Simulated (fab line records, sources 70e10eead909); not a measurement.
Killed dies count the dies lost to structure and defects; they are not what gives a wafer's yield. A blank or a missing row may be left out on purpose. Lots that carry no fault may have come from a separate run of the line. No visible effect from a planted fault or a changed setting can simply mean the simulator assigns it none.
fab line records ; flow nand_harc
[record] lots = 11; wafers = 33; last_day = 33
route steps=1302 shown A_BONDPAD@1216 END@1302
lots untouched by any fault: they come from a run of this same line in which no faults occurred
start_h: hours from the record's opening day to when the first of the lot's shown wafers began ; wait_h: hours elapsed since this lot's preceding step ; " as in the row above ; L1.1+2: one row covering several wafers at once ; - no value, or no start given ; * or withheld: withheld ; < > ~ a bound
route shown NAME@n: names a module that has steps shown in the file, with the first one's number in the route ; usual: mean and standard deviation over wafers with no fault ; same: alike in all rows ; chamber/n: place in a boat ; sites: each site's reading ; _std_site: standard deviation across them ; _edge_site: the outer-site mean with the inner-site mean subtracted ; radius_mm: how far each site lies from the wafer's centre ; mask NAME#n: copy n ; behind: the most recent tool/chamber to have shaped the wafer ; hold: the reason the lot was held/the length of the hold in hours/how it ended ; device: the n, p or np transistor that did not switch ; end of line: tests of these same wafers at the route's end ; a step given without rows: its recipe and nothing more ; killed: at the first sort, the dies lost to defects and structure; wafer yield is something else ; map: per-die view of a wafer (x killed, . not killed, _ where there is no die)
set.NAME: the setting the step ran with; set.NAME@STEP: the setting that earlier step ran with ; model.NAME: the simulator's own value behind a step, which no gauge read
the route's steps for a sample of lots (tables are steps, rows are wafers)
services: a tool's chamber out of use, with start hour (start_h, from the record's first day; less than 0 if before it), hours out, and reason
[[steps]]
[step NHARC_A_BONDPAD_OVL_MEAS_35]
[usual] overlay_x_nm = 0/6.3; overlay_y_nm = 0/6.2
lot.wafer;tool;chamber;start_h;wait_h;overlay_x_nm;overlay_y_nm
L885.1;overlay-01;-;538.08;-;-1;-1
L885.2;overlay-01;-;538.08;-;-1;0
L885.4;overlay-01;-;538.08;-;-1;-1
L883.1;overlay-01;-;539.39;-;-9;-7
L883.5;overlay-01;-;539.39;-;-9;-7
L883.6;overlay-01;-;539.39;-;-9;-8
L884.2;overlay-02;-;552.11;-;2;-4
L884.4;overlay-02;-;552.11;-;2;-5
L884.5;overlay-02;-;552.11;-;2;-4
L886.3;overlay-01;-;553.79;-;0;9
L886.4;overlay-01;-;553.79;-;-1;9
L886.5;overlay-01;-;553.79;-;0;9
L893.3;overlay-01;-;645.42;-;4;3
L893.5;overlay-01;-;645.42;-;4;3
L893.6;overlay-01;-;645.42;-;3;3
L894.3;overlay-01;-;650.38;-;8;0
L894.4;overlay-01;-;650.38;-;8;0
L894.5;overlay-01;-;650.38;-;8;1
L898.1;overlay-02;-;676.28;-;2;-2
L898.4;overlay-02;-;676.28;-;2;-2
L898.5;overlay-02;-;676.28;-;2;-2
L902.1;overlay-01;-;717.85;-;8;-9
L902.5;overlay-01;-;717.85;-;8;-10
L902.6;overlay-01;-;717.85;-;8;-10
L905.2;overlay-01;-;738.30;-;-1;-3
L905.3;overlay-01;-;738.30;-;-1;-3
L905.4;overlay-01;-;738.30;-;-1;-2
L904.2;overlay-02;-;740.54;-;-1;4
L904.4;overlay-02;-;740.54;-;-1;3
L904.5;overlay-02;-;740.54;-;-1;4
L906.2;overlay-02;-;759.60;-;0;7
L906.3;overlay-02;-;759.60;-;0;8
L906.6;overlay-02;-;759.60;-;0;7
[step NHARC_A_BONDPAD_DESCUM_11]
[recipe] time_s = 3; o2_flow_sccm = 200; ar_flow_sccm = 0; bias_power_w = 0; chemistry = O2
[usual] drypump_motor_current_A = 6.0/0.37; oes_product_au = 1.000/0.0091; rf_vpp_V = 57.9/0.84; showerhead_plenum_p_Torr = 1.90/0.048; throttle_valve_pct = 11.314/0.009
[same] bias_power_w = 0
lot.wafer;tool;chamber;start_h;wait_h;drypump_motor_current_A;oes_product_au;rf_hours_counter_h;rf_vpp_V;showerhead_plenum_p_Torr;throttle_valve_pct
L885.1;rie_diel-09;3;538.21;-;6.1;0.997;1;58.4;1.88;11.321
L885.2;rie_diel-09;0;538.21;-;5.9;0.995;1;59.1;1.95;11.303
L885.4;rie_diel-09;1;538.21;-;5.9;0.989;1;59.3;1.90;11.317
L883.1;rie_diel-09;0;539.52;-;5.9;1.005;1;58.9;1.95;11.302
L883.5;rie_diel-09;3;539.52;-;6.0;0.991;-;57.6;1.88;11.320
L883.6;rie_diel-09;0;539.52;-;5.9;1.009;-;57.6;1.95;11.314
L884.2;rie_diel-09;3;552.23;-;6.0;1.003;1;58.8;1.88;11.309
L884.4;rie_diel-09;1;552.23;-;5.9;0.999;1;57.8;1.90;11.323
L884.5;rie_diel-09;3;552.23;-;6.0;1.005;-;56.5;1.88;11.326
L886.3;rie_diel-09;3;553.92;-;6.0;1.005;1;59.0;1.88;11.308
L886.4;rie_diel-09;0;553.92;-;5.9;1.000;1;57.8;1.95;11.338
L886.5;rie_diel-09;3;553.92;-;6.0;0.998;-;59.0;1.88;11.313
L893.3;rie_diel-09;0;645.55;-;5.9;0.994;3;57.1;1.95;11.304
L893.6;rie_diel-09;3;645.55;-;6.0;0.998;-;59.1;1.88;11.295
L893.5;rie_diel-09;0;645.55;-;5.9;1.001;-;59.7;1.95;11.312
L894.3;rie_diel-09;2;650.51;-;6.6;1.013;4;57.2;1.87;11.323
L894.4;rie_diel-09;0;650.51;-;5.9;1.000;4;56.9;1.95;11.314
L894.5;rie_diel-09;1;650.51;-;5.9;0.984;-;57.6;1.90;11.298
L898.1;rie_diel-04;1;676.43;-;5.6;0.990;22;58.0;1.82;11.304
L898.5;rie_diel-04;2;676.43;-;5.7;0.983;-;58.2;2.00;11.326
L898.4;rie_diel-04;1;676.43;-;5.6;0.986;-;57.0;1.82;11.316
L902.1;rie_diel-06;3;718.00;-;5.3;0.991;13;59.0;1.88;11.314
L902.6;rie_diel-06;0;718.00;-;5.2;1.003;-;59.1;1.81;11.312
L902.5;rie_diel-06;1;718.00;-;5.6;1.003;-;58.0;2.05;11.299
L905.3;rie_diel-09;1;738.42;-;6.0;1.013;2;56.3;1.90;11.309
L905.2;rie_diel-09;2;738.42;-;6.6;1.006;2;58.1;1.87;11.333
L905.4;rie_diel-09;0;738.42;-;5.9;1.012;2;58.1;1.95;11.305
L904.4;rie_diel-09;1;740.66;-;5.9;1.003;2;57.5;1.90;11.301
L904.2;rie_diel-09;3;740.66;-;6.0;0.999;2;57.5;1.88;11.320
L904.5;rie_diel-09;1;740.66;-;5.9;1.013;-;56.2;1.90;11.327
L906.2;rie_diel-09;0;759.72;-;5.9;0.991;2;57.9;1.95;11.325
L906.3;rie_diel-09;2;759.72;-;6.6;1.016;2;58.4;1.87;11.309
L906.6;rie_diel-09;0;759.72;-;5.9;0.988;-;57.0;1.95;11.317
[step NHARC_A_BONDPAD_ETCH_12]
[recipe] target_depth_a = 2200; time_s = 110; chf3_flow_sccm = 50; o2_flow_sccm = 10; ar_flow_sccm = 200; rf_w = 500; bias_w = 200; chemistry = CHF3/O2
[usual] chf3_flow_sccm = 50.02/0.17; drypump_motor_current_A = 6.0/0.38; oes_product_au = 0.951/0.023; rf_vpp_V = 370.3/1.4; run_length_s = 131.2/0.61; showerhead_plenum_p_Torr = 2.38/0.054; throttle_valve_pct = 20.573/0.0085
lot.wafer;tool;chamber;start_h;wait_h;chf3_flow_sccm;drypump_motor_current_A;oes_product_au;rf_hours_counter_h;rf_vpp_V;run_length_s;showerhead_plenum_p_Torr;throttle_valve_pct
L885.4;rie_diel-09;1;538.38;-;49.86;5.9;0.951;1;368.7;130.3;2.38;20.563
L885.2;rie_diel-09;3;538.38;-;50.18;6.0;0.950;1;369.8;131.4;2.37;20.596
L885.1;rie_diel-09;0;538.38;-;50.09;5.8;0.961;1;372.6;131.5;2.45;20.559
L883.1;rie_diel-09;0;539.71;-;50.04;5.9;0.959;1;370.5;131.5;2.45;20.570
L883.6;rie_diel-09;1;539.71;-;49.51;5.9;0.964;-;371.0;130.6;2.38;20.556
L883.5;rie_diel-09;2;539.71;-;49.86;6.6;0.994;-;369.8;130.9;2.35;20.573
L884.2;rie_diel-09;3;552.42;-;49.98;6.1;0.968;1;368.7;131.4;2.37;20.571
L884.4;rie_diel-09;0;552.42;-;50.18;5.9;0.971;1;372.0;131.9;2.45;20.577
L884.5;rie_diel-09;1;552.42;-;49.93;6.0;0.977;-;370.0;130.6;2.39;20.570
L886.3;rie_diel-09;0;554.08;-;49.88;5.9;0.981;1;371.0;131.7;2.45;20.559
L886.4;rie_diel-09;3;554.08;-;49.90;6.0;0.960;1;370.7;131.4;2.37;20.575
L886.5;rie_diel-09;1;554.08;-;49.90;5.9;0.965;-;369.5;130.3;2.38;20.576
L893.3;rie_diel-09;1;645.75;-;49.99;5.9;0.967;3;371.4;116.2;2.38;20.583
L893.5;rie_diel-09;2;645.75;-;50.09;6.6;0.987;-;369.2;116.7;2.35;20.576
L893.6;rie_diel-09;3;645.75;-;50.00;6.1;0.953;-;370.9;117.5;2.37;20.589
L894.3;rie_diel-09;3;650.69;-;49.92;6.0;0.978;4;370.9;117.8;2.37;20.579
L894.4;rie_diel-09;0;650.69;-;50.35;5.8;0.977;4;370.4;118.0;2.45;20.576
L894.5;rie_diel-09;1;650.69;-;49.93;6.0;0.946;-;370.6;116.1;2.38;20.583
L898.1;rie_diel-04;2;676.62;-;49.96;5.7;0.919;17;371.8;131.8;2.51;20.568
L898.5;rie_diel-04;1;676.62;-;49.97;5.6;0.915;-;368.0;130.8;2.29;20.558
L898.4;rie_diel-04;2;676.62;-;49.98;5.7;0.914;-;372.3;131.6;2.51;20.565
L902.1;rie_diel-06;2;718.18;-;50.18;6.2;0.908;15;371.5;130.4;2.38;20.573
L902.6;rie_diel-06;3;718.18;-;50.09;5.2;0.918;-;369.7;130.8;2.36;20.586
L902.5;rie_diel-06;0;718.18;-;49.84;5.3;0.924;-;367.5;130.9;2.27;20.576
L905.4;rie_diel-09;1;738.60;-;49.71;6.0;0.930;2;372.2;130.1;2.38;20.581
L905.3;rie_diel-09;2;738.60;-;50.02;6.6;0.936;2;370.3;131.2;2.35;20.583
L905.2;rie_diel-09;3;738.60;-;49.75;6.0;0.925;2;370.9;131.4;2.37;20.573
L904.4;rie_diel-09;2;740.84;-;49.85;6.6;0.974;2;369.4;131.0;2.35;20.561
L904.2;rie_diel-09;3;740.84;-;50.03;6.0;0.973;2;370.6;131.6;2.37;20.596
L904.5;rie_diel-09;1;740.84;-;50.19;5.9;0.976;-;370.0;130.3;2.38;20.583
L906.2;rie_diel-09;2;759.90;-;49.95;6.6;0.947;2;369.8;130.8;2.35;20.577
L906.3;rie_diel-09;0;759.90;-;49.94;5.9;0.921;2;372.4;131.9;2.44;20.585
L906.6;rie_diel-09;3;759.90;-;50.29;6.1;0.933;-;369.2;132.1;2.36;20.573
[step NHARC_A_BONDPAD_CMP_19]
[recipe] t_overpolish_s = 30; cu_recess_touch_s = 16; target_thk_nm = 169.82
[usual] motor_current_A = 12.0/1.4; overpolish_run_s = 29.999/0.0097
lot.wafer;tool;chamber;start_h;wait_h;motor_current_A;overpolish_run_s
L885.4;cmp-01;0;540.26;-;11.3;29.992
L885.2;cmp-01;1;540.26;-;10.9;29.993
L885.1;cmp-01;2;540.26;-;13.0;29.994
L883.1;cmp-01;1;541.62;-;10.7;29.997
L883.6;cmp-01;2;541.62;-;12.9;30.025
L883.5;cmp-01;3;541.62;-;11.5;29.996
L884.2;cmp-03;3;554.28;-;10.8;29.983
L884.4;cmp-03;2;554.28;-;10.9;29.997
L884.5;cmp-03;3;554.28;-;10.1;29.986
L886.4;cmp-01;1;555.94;-;10.7;29.999
L886.3;cmp-01;2;555.94;-;12.4;29.984
L886.5;cmp-01;2;555.94;-;13.0;29.995
L893.3;cmp-03;0;647.57;-;14.6;30.009
L893.6;cmp-03;0;647.57;-;14.0;29.998
L893.5;cmp-03;1;647.57;-;10.9;29.999
L894.3;cmp-01;2;652.52;-;12.9;30.016
L894.4;cmp-01;0;652.52;-;11.3;29.991
L894.5;cmp-01;3;652.52;-;10.6;30.008
L898.1;cmp-03;0;678.56;-;14.1;29.999
L898.4;cmp-03;1;678.56;-;11.1;30.000
L898.5;cmp-03;0;678.56;-;14.6;30.008
L902.1;cmp-04;2;720.03;-;14.4;29.992
L902.5;cmp-04;1;720.03;-;12.6;29.977
L902.6;cmp-04;2;720.03;-;14.0;30.002
L905.2;cmp-03;2;740.47;-;11.4;29.996
L905.3;cmp-03;3;740.47;-;10.4;30.013
L905.4;cmp-03;0;740.47;-;14.6;29.984
L904.4;cmp-03;1;742.84;-;11.1;30.006
L904.2;cmp-03;3;742.84;-;10.7;29.996
L904.5;cmp-03;0;742.84;-;14.0;29.981
L906.2;cmp-03;3;761.78;-;10.3;30.004
L906.3;cmp-03;0;761.78;-;15.0;30.004
L906.6;cmp-03;3;761.78;-;10.8;29.997
[step NHARC_END_SORT_01]
[recipe] temp_c = 25
[usual] defect_limited_yield = 91.1/2.9; killed_at_array = 55/19; killed_at_other = 0.8/1.1; killed_at_periphery = 4.0/2.6; killed_dies = 60/20; killed_open = 3.4/1.7; killed_short = 2.6/1.5
[same] gross_dies = 677
lot.wafer;tool;chamber;start_h;wait_h;defect_limited_yield[%];killed_at_array;killed_at_other;killed_at_periphery;killed_dies;killed_open;killed_short
L886.3;prober-01;0;583.45;3.1;92.6;46;0;4;50;2;1
L886.4;prober-01;0;584.25;3.4;92.0;50;1;3;54;4;2
L886.5;prober-01;0;585.05;3.7;90.7;59;2;2;63;4;4
L884.2;prober-02;0;590.49;2.8;92.9;46;0;2;48;4;2
L884.4;prober-02;0;592.11;3.4;93.1;41;1;5;47;2;1
L884.5;prober-02;0;592.92;3.7;93.5;39;0;5;44;5;4
L893.3;prober-02;0;676.23;3.1;0.4;668;1;5;674;5;5
L893.5;prober-02;0;677.87;3.8;0.6;667;0;6;673;2;6
L893.6;prober-02;0;678.70;4.1;0.7;669;0;3;672;5;2
L894.3;prober-02;0;684.07;3.1;0.1;667;4;5;676;3;4
L894.4;prober-02;0;684.86;3.4;0.1;669;5;2;676;2;4
L894.5;prober-02;0;685.65;3.6;0.3;670;3;2;675;0;1
L898.1;prober-01;0;710.11;2.5;92.5;44;0;7;51;2;3
L898.4;prober-01;0;712.52;3.4;92.9;47;0;1;48;2;1
L898.5;prober-01;0;713.32;3.7;94.2;37;0;2;39;2;3
L902.1;prober-01;0;751.21;2.5;89.7;66;2;2;70;2;1
L902.5;prober-01;0;754.39;3.7;87.3;82;2;2;86;2;3
L902.6;prober-01;0;755.18;4.0;87.4;82;2;1;85;2;3
L905.2;prober-02;0;773.95;2.8;89.8;66;0;3;69;1;1
L905.3;prober-02;0;774.74;3.1;88.6;77;0;0;77;7;4
L905.4;prober-02;0;775.53;3.4;90.3;63;0;3;66;2;3
L904.2;prober-01;0;774.01;2.8;91.6;52;2;3;57;3;2
L904.4;prober-01;0;775.61;3.4;93.2;36;2;8;46;2;2
L904.5;prober-01;0;776.41;3.7;90.3;56;2;8;66;3;5
// killed by level:class
L886.3 A_CHANNEL_HOLE_D1:chamber_film_flake=24 A_CHANNEL_HOLE_D2:chamber_film_flake=8 A_STAIRCASE:chamber_film_flake=5 P_GATE:chamber_film_flake=3 A_CHANNEL_FILL_D1:chamber_film_flake=3 A_BLC:geometric_particle:open=2 A_CONTACT:chamber_film_flake=2 P_GATE:geometric_particle:short=1
L886.4 A_CHANNEL_HOLE_D1:chamber_film_flake=31 A_CHANNEL_HOLE_D2:chamber_film_flake=7 A_CONTACT:chamber_film_flake=5 P_M0:geometric_particle:open=1 A_CHANNEL_FILL_D1:geometric_particle:short=1 A_CHANNEL_FILL_D1:geometric_particle:open=1 A_DECK1_JOINT:geometric_particle:short=1 A_SGD_CUT:geometric_particle:open=1
L886.5 A_CHANNEL_HOLE_D1:chamber_film_flake=39 A_CHANNEL_HOLE_D2:chamber_film_flake=8 A_CHANNEL_FILL_D2:geometric_particle:short=2 A_STAIRCASE:chamber_film_flake=2 A_CONTACT:chamber_film_flake=2 THIN_TSV:chamber_film_flake=2 P_CONTACT:geometric_particle:open=1 P_M0:geometric_particle:short=1
L884.2 A_CHANNEL_HOLE_D2:chamber_film_flake=31 A_ZERO_WELL:chamber_film_flake=4 A_CHANNEL_HOLE_D1:chamber_film_flake=3 A_SGD_CUT:chamber_film_flake=2 P_CONTACT:geometric_particle:open=1 P_M0:geometric_particle:open=1 A_CHANNEL_FILL_D1:geometric_particle:short=1 A_ONON_D2:geometric_particle:open=1
L884.4 A_CHANNEL_HOLE_D2:chamber_film_flake=35 P_STI:chamber_film_flake=2 P_GATE:chamber_film_flake=2 P_STI:geometric_particle:open=1 A_ONON_D1:geometric_particle:open=1 A_CHANNEL_FILL_D2:geometric_particle:short=1 A_ZERO_WELL:chamber_film_flake=1 A_STAIRCASE:chamber_film_flake=1
L884.5 A_CHANNEL_HOLE_D2:chamber_film_flake=26 A_CHANNEL_HOLE_D1:chamber_film_flake=3 A_WL_FILL:geometric_particle:open=2 A_STAIRCASE:chamber_film_flake=2 P_CONTACT:geometric_particle:short=1 P_M1:geometric_particle:open=1 P_M2:geometric_particle:short=1 P_M2:geometric_particle:open=1
L893.3 A_BONDPAD:area_etch=612 A_CHANNEL_HOLE_D1:chamber_film_flake=28 A_STAIRCASE:chamber_film_flake=13 A_CHANNEL_HOLE_D2:chamber_film_flake=3 A_ONON_D2:geometric_particle:short=2 A_SGD_CUT:chamber_film_flake=2 P_STI:geometric_particle:open=1 P_CONTACT:geometric_particle:open=1
L893.5 A_BONDPAD:area_etch=616 A_CHANNEL_HOLE_D1:chamber_film_flake=29 A_STAIRCASE:chamber_film_flake=10 A_CHANNEL_FILL_D2:geometric_particle:short=2 P_GATE:chamber_film_flake=2 P_M2:chamber_film_flake=2 A_CHANNEL_HOLE_D2:chamber_film_flake=2 A_WL_FILL:chamber_film_flake=2
L893.6 A_BONDPAD:area_etch=610 A_CHANNEL_HOLE_D1:chamber_film_flake=32 A_STAIRCASE:chamber_film_flake=11 A_CHANNEL_HOLE_D2:chamber_film_flake=5 A_SLIT:chamber_film_flake=2 P_M0:geometric_particle:open=1 A_DECK1_JOINT:geometric_particle:short=1 A_ONON_D2:geometric_particle:open=1
L894.3 A_BONDPAD:area_etch=622 A_CHANNEL_HOLE_D2:chamber_film_flake=19 A_CHANNEL_HOLE_D1:chamber_film_flake=8 A_STAIRCASE:chamber_film_flake=4 THIN_TSV:chamber_film_flake=4 A_DECK1_JOINT:chamber_film_flake=3 A_SLIT:chamber_film_flake=3 A_CHANNEL_FILL_D1:geometric_particle:short=2
L894.4 A_BONDPAD:area_etch=623 A_CHANNEL_HOLE_D2:chamber_film_flake=18 A_STAIRCASE:chamber_film_flake=6 A_M1:chamber_film_flake=5 THIN_TSV:chamber_film_flake=5 A_CHANNEL_HOLE_D1:chamber_film_flake=4 A_SLIT:chamber_film_flake=3 A_CONTACT:chamber_film_flake=3
L894.5 A_BONDPAD:area_etch=633 A_CHANNEL_HOLE_D2:chamber_film_flake=15 A_CHANNEL_HOLE_D1:chamber_film_flake=7 A_STAIRCASE:chamber_film_flake=4 A_SLIT:chamber_film_flake=3 A_CONTACT:chamber_film_flake=3 THIN_TSV:chamber_film_flake=3 A_M1:chamber_film_flake=2
L898.1 A_SLIT:chamber_film_flake=21 A_CHANNEL_HOLE_D1:chamber_film_flake=11 P_GATE:chamber_film_flake=3 P_BONDPAD:chamber_film_flake=3 A_CHANNEL_FILL_D2:chamber_film_flake=3 A_STAIRCASE:chamber_film_flake=3 P_STI:geometric_particle:short=1 A_SOURCE_PLATE:geometric_particle:short=1
L898.4 A_SLIT:chamber_film_flake=33 A_CHANNEL_HOLE_D1:chamber_film_flake=5 A_DECK1_JOINT:chamber_film_flake=3 A_CHANNEL_FILL_D2:chamber_film_flake=3 A_DECK1_JOINT:geometric_particle:open=1 A_ONON_D2:geometric_particle:open=1 A_SGD_CUT:geometric_particle:short=1 P_ZERO_WELL:chamber_film_flake=1
L898.5 A_SLIT:chamber_film_flake=22 A_CHANNEL_HOLE_D1:chamber_film_flake=5 A_ONON_D1:geometric_particle:short=2 A_BLC:geometric_particle:open=2 P_GATE:chamber_film_flake=2 A_STAIRCASE:chamber_film_flake=2 A_M0:geometric_particle:short=1 A_DECK1_JOINT:chamber_film_flake=1
L902.1 A_SLIT:chamber_film_flake=26 A_CHANNEL_HOLE_D2:chamber_film_flake=12 A_SGD_CUT:chamber_film_flake=7 A_CHANNEL_HOLE_D1:chamber_film_flake=4 A_STAIRCASE:chamber_film_flake=4 A_CONTACT:chamber_film_flake=4 P_GATE:chamber_film_flake=2 A_ZERO_WELL:chamber_film_flake=2
L902.5 A_SLIT:chamber_film_flake=37 A_CHANNEL_HOLE_D2:chamber_film_flake=18 A_CHANNEL_HOLE_D1:chamber_film_flake=9 A_CONTACT:chamber_film_flake=7 A_SGD_CUT:chamber_film_flake=4 A_STAIRCASE:chamber_film_flake=2 P_GATE:geometric_particle:open=1 A_CHANNEL_FILL_D1:geometric_particle:short=1
L902.6 A_SLIT:chamber_film_flake=27 A_CHANNEL_HOLE_D2:chamber_film_flake=24 A_CHANNEL_HOLE_D1:chamber_film_flake=10 A_CONTACT:chamber_film_flake=5 A_SGD_CUT:chamber_film_flake=4 A_STAIRCASE:chamber_film_flake=3 A_CHANNEL_FILL_D2:chamber_film_flake=2 THIN_TSV:chamber_film_flake=2
L905.2 A_CHANNEL_HOLE_D2:chamber_film_flake=24 A_CONTACT:chamber_film_flake=18 A_CHANNEL_HOLE_D1:chamber_film_flake=10 A_SLIT:chamber_film_flake=6 P_STI:chamber_film_flake=3 A_WL_FILL:chamber_film_flake=3 A_STAIRCASE:chamber_film_flake=2 A_DECK1_JOINT:geometric_particle:short=1
L904.2 A_SLIT:chamber_film_flake=35 A_CONTACT:chamber_film_flake=6 A_ZERO_WELL:chamber_film_flake=3 A_CHANNEL_HOLE_D1:unspecified=3 P_STI:chamber_film_flake=2 THIN_TSV:chamber_film_flake=2 P_M0:geometric_particle:short=1 A_ONON_D2:geometric_particle:short=1
L905.3 A_CHANNEL_HOLE_D2:chamber_film_flake=24 A_CHANNEL_HOLE_D1:chamber_film_flake=14 A_CONTACT:chamber_film_flake=13 A_SLIT:chamber_film_flake=7 A_STAIRCASE:chamber_film_flake=5 A_CHANNEL_FILL_D2:geometric_particle:open=4 A_ONON_D1:geometric_particle:open=2 A_WL_FILL:chamber_film_flake=2
L905.4 A_CHANNEL_HOLE_D2:chamber_film_flake=23 A_CHANNEL_HOLE_D1:chamber_film_flake=10 A_SLIT:chamber_film_flake=9 A_CONTACT:chamber_film_flake=9 A_STAIRCASE:chamber_film_flake=8 P_STI:chamber_film_flake=2 P_CONTACT:geometric_particle:short=1 A_CHANNEL_FILL_D2:geometric_particle:open=1
L904.4 A_SLIT:chamber_film_flake=21 A_CONTACT:chamber_film_flake=9 P_STI:chamber_film_flake=3 P_GATE:chamber_film_flake=3 A_ZERO_WELL:chamber_film_flake=2 A_CHANNEL_HOLE_D1:unspecified=2 THIN_TSV:chamber_film_flake=2 P_CONTACT:geometric_particle:open=1
L904.5 A_SLIT:chamber_film_flake=33 P_GATE:chamber_film_flake=5 A_CONTACT:chamber_film_flake=5 A_ZERO_WELL:chamber_film_flake=4 P_STI:chamber_film_flake=3 A_CHANNEL_HOLE_D1:chamber_film_flake=3 A_CHANNEL_FILL_D1:geometric_particle:short=2 A_STAIRCASE:chamber_film_flake=2
[[services]]
tool;chamber;start_h;hours;kind
cmp-03;-;518.74;0.6;repair
cmp-01;-;521.00;1.2;repair
rie_diel-04;-;531.96;9.0;pm
rie_diel-09;-;536.53;0.7;repair
cmp-03;-;537.66;10.0;repair
cmp-01;-;548.28;0.4;repair
rie_diel-04;2;553.89;3.6;repair
cmp-03;-;554.88;4.0;pm
rie_diel-04;2;557.75;13.7;repair
cmp-03;-;560.85;0.6;repair
rie_diel-09;3;565.25;4.1;repair
rie_diel-04;1;565.42;2.6;repair
cmp-01;-;578.03;4.0;pm
rie_diel-06;-;588.48;2.4;repair
rie_diel-04;1;591.59;3.2;repair
rie_diel-09;-;609.91;2.6;repair
cmp-01;-;625.37;3.6;repair
cmp-01;-;635.40;1.8;repair
cmp-03;-;652.88;4.0;pm
cmp-01;-;663.53;1.6;repair
rie_diel-09;-;674.10;9.0;pm
cmp-01;-;676.03;4.0;pm
rie_diel-09;0;748.42;2.2;repair
cmp-03;-;750.93;4.0;pm
[[key]]
[first_sign] step = NHARC_A_BONDPAD_ETCH_12; reading = run_length_s; direction = down; sigmas = 23; usual = *; struck = *
[effect] step = NHARC_END_SORT_01; reading = killed_at_array; direction = up; sigmas = 32; usual = 55; struck = 668
[more_kills_born_at] NHARC_A_BONDPAD_ETCH_12@rie_diel-09 = 3716
met_at NHARC_A_BONDPAD_ETCH_12
struck_lots L893,L894
later_rows_left_out L893.3,L893.5,L893.6,L894.3,L894.4,L894.5
not_acting_at NHARC_A_BONDPAD_OVL_MEAS_35,NHARC_A_BONDPAD_DESCUM_11,NHARC_A_BONDPAD_CMP_19
onset_between 554.08 645.75
[fault] kind = process_parameter_drift; tool = rie_diel-09; chamber = -; onset_h = 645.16; steps = NHARC_A_BONDPAD_ETCH_12; channel = time_s; offset = *; shape = step; end_h = 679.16; acts_in = *; stated = *
// later_rows_left_out: the simulator's readings of these wafers behind a module that went badly wrong aren't trusted and aren't shown, but for the sort
